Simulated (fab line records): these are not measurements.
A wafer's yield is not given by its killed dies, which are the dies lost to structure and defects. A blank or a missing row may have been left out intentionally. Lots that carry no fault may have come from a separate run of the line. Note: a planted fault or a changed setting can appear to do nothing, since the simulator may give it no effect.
Which tool is to blame? | flow n5-finfet | 11 lots with 33 wafers sampled at 5 steps, on a route of 1938 steps

WHAT EACH GAUGE READ, for each wafer
N5_MOL_CONTACT_COAG_CD_MEAS_08 targets a cd of 28 nm.
lot  | measured     | on        | cd-nm (nm)
L076 | day 5 05:59  | cd-sem-03 | 27.76 27.76 27.85
L078 | day 5 14:04  | cd-sem-01 | 28.07 27.78 27.71
L080 | day 6 08:16  | cd-sem-02 | 28.33 27.98 28.19
L082 | day 6 19:26  | cd-sem-01 | 27.82 27.98 27.52
L084 | day 7 08:29  | cd-sem-01 | 28.24 28.02 28.08
L086 | day 7 20:35  | cd-sem-02 | 28.15 27.85 28.14
L088 | day 8 02:26  | cd-sem-03 | 27.98 28.18 27.79
L090 | day 8 20:10  | cd-sem-01 | 27.65 27.91 27.83
L093 | day 9 11:44  | cd-sem-03 | 27.92 28.06 28.06
L095 | day 9 23:02  | cd-sem-01 | 27.67 27.56 28.03
L097 | day 10 12:58 | cd-sem-02 | 28.11 28.12 28.37

TOOL THAT RAN EACH LOT (tool first, then ch and the chambers of the sampled wafers, then the start)
lot  | N5_HKMG_FIN_CMP_94           | N5_GATE_CUT_HM_DEP_46          | N5_GATE_CUT_CUT_ETCH_55           | N5_GATE_CUT_ETCH_47
L076 | cmp-02 ch 2,3, day 4 20:58   | pecvd-04 ch 0,1,2, day 5 00:26 | rie-metal-02 ch 0,1, day 5 01:32  | rie-metal-02 ch 0,1, day 5 01:34
L078 | cmp-01 ch 0,1,2, day 5 06:18 | pecvd-01 ch 0,1,2, day 5 09:48 | rie-metal-02 ch 0,1, day 5 10:54  | rie-metal-02 ch 0,1, day 5 10:56
L080 | cmp-04 ch 0,1, day 6 00:41   | pecvd-01 ch 0,1,2, day 6 04:09 | rie-metal-02 ch 0,1, day 6 05:08  | rie-metal-02 ch 0,1, day 6 05:10
L082 | cmp-01 ch 1,2, day 6 11:11   | pecvd-01 ch 0,1,2, day 6 14:47 | rie-metal-03 ch 0,1, day 6 16:15  | rie-metal-03 ch 0,1, day 6 16:17
L084 | cmp-01 ch 0,1,3, day 7 00:44 | pecvd-03 ch 0,1,2, day 7 04:08 | rie-metal-01 ch 0,1, day 7 05:14  | rie-metal-01 ch 0,1, day 7 05:16
L086 | cmp-04 ch 1,2,3, day 7 11:15 | pecvd-04 ch 1,2, day 7 14:44   | rie-metal-01 ch 0,1, day 7 16:07  | rie-metal-01 ch 0,1, day 7 16:08
L088 | cmp-04 ch 0,3, day 7 18:28   | pecvd-01 ch 0,2, day 7 21:56   | rie-metal-03 ch 0, day 7 23:04    | rie-metal-03 ch 0, day 7 23:07
L090 | cmp-01 ch 0,1,2, day 8 09:32 | pecvd-01 ch 1,2, day 8 14:49   | rie-metal-03 ch 0,1, day 8 15:47  | rie-metal-03 ch 0,1, day 8 15:49
L093 | cmp-02 ch 0,1,3, day 9 02:58 | pecvd-01 ch 0,1, day 9 06:36   | rie-metal-02 ch 1, day 9 08:20    | rie-metal-02 ch 1, day 9 08:23
L095 | cmp-01 ch 1,2,3, day 9 15:04 | pecvd-01 ch 0,1,2, day 9 18:32 | rie-metal-01 ch 0,1, day 9 19:32  | rie-metal-01 ch 0,1, day 9 19:34
L097 | cmp-02 ch 0,2, day 10 04:07  | pecvd-01 ch 1,2, day 10 07:43  | rie-metal-03 ch 0,1, day 10 08:50 | rie-metal-03 ch 0,1, day 10 08:52
- N5_HKMG_FIN_CMP_94: polishes, stops on SiNx, t overpolish 4.7 s, target thk 43.299 nm.
- N5_GATE_CUT_HM_DEP_46: deposits SiO2 from TEOS/O2, target thk 130 nm, time 26.6 s.
- N5_GATE_CUT_CUT_ETCH_55: etches HfO2 in BCl3, target depth 3.2 nm.
- N5_GATE_CUT_ETCH_47: etches SiO2 in Cl2/BCl3, target depth 10 nm.

THE ANSWER, worked out from the rows above alone
Rule: usual is defined by the lots themselves. Put in order of their means at a reading, lots are off if they are a third of the lots or fewer, leave a main group of 4 or more, and stand apart from it by a gap of 3 or more times the standard deviation of the main group's means; of several such gaps the widest counts. Not used: any main group whose means are identical at the precision the tables above print for the reading. Also off: a lot with no number at a reading for which 4 or more lots have one. All remaining lots with rows at the step are treated as sound.
No lot is off at any reading shown: from this, nothing can be told.

WHAT THE SIMULATOR HAD INSERTED
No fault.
